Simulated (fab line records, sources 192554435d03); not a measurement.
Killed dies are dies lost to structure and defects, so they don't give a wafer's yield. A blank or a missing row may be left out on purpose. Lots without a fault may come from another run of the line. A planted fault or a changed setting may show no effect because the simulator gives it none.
Chamber matching | flow n5_finfet | N5_PASSIVATION_PECVD_00 on pecvd-04: 3 sister chambers
The step deposits SiO2 from SiH4/N2O, target thk 200 nm, time 11.2 s. 3 wafers are shown with their chamber, then 8 later ones without.

WAFERS WITH THEIR CHAMBER
wafer  | chamber | showerhead_plenum_p_Torr (Torr)
L093.4 | 2       | 7.95
L093.6 | 1       | 8.15
L092.1 | 0       | 8.38

WAFERS WITHOUT THEIR CHAMBER
wafer  | showerhead_plenum_p_Torr (Torr)
L092.3 | 8.16
L092.5 | 8.15
L094.4 | 7.97
L094.5 | 8.38
L094.6 | 8.16
L096.2 | 7.97
L096.3 | 8.39
L096.4 | 8.19

WHICH CHAMBER EACH WENT THROUGH
wafer  | from the rows above | in truth
L092.3 | 1                   | 1
L092.5 | 1                   | 1
L094.4 | 2                   | 2
L094.5 | 0                   | 0
L094.6 | 1                   | 1
L096.2 | 2                   | 2
L096.3 | 0                   | 0
L096.4 | 1                   | 1
Placed correctly: 8 of 8. Can't be placed from these rows: 0. Placed wrongly: 0.
How it was worked out, from the rows above alone: a wafer's distance from a chamber is the root of the sum, over the readings, of the square of ((its reading less the chamber's mean) divided by the reading's scatter). The wafer belongs to the nearest chamber; if the next one is less than 2 further off, it can't be placed. A chamber's mean is the mean of its shown wafers. The scatter: with one shown wafer a chamber, the root of the mean of the squares of how far each hidden wafer lies from its nearest shown one.
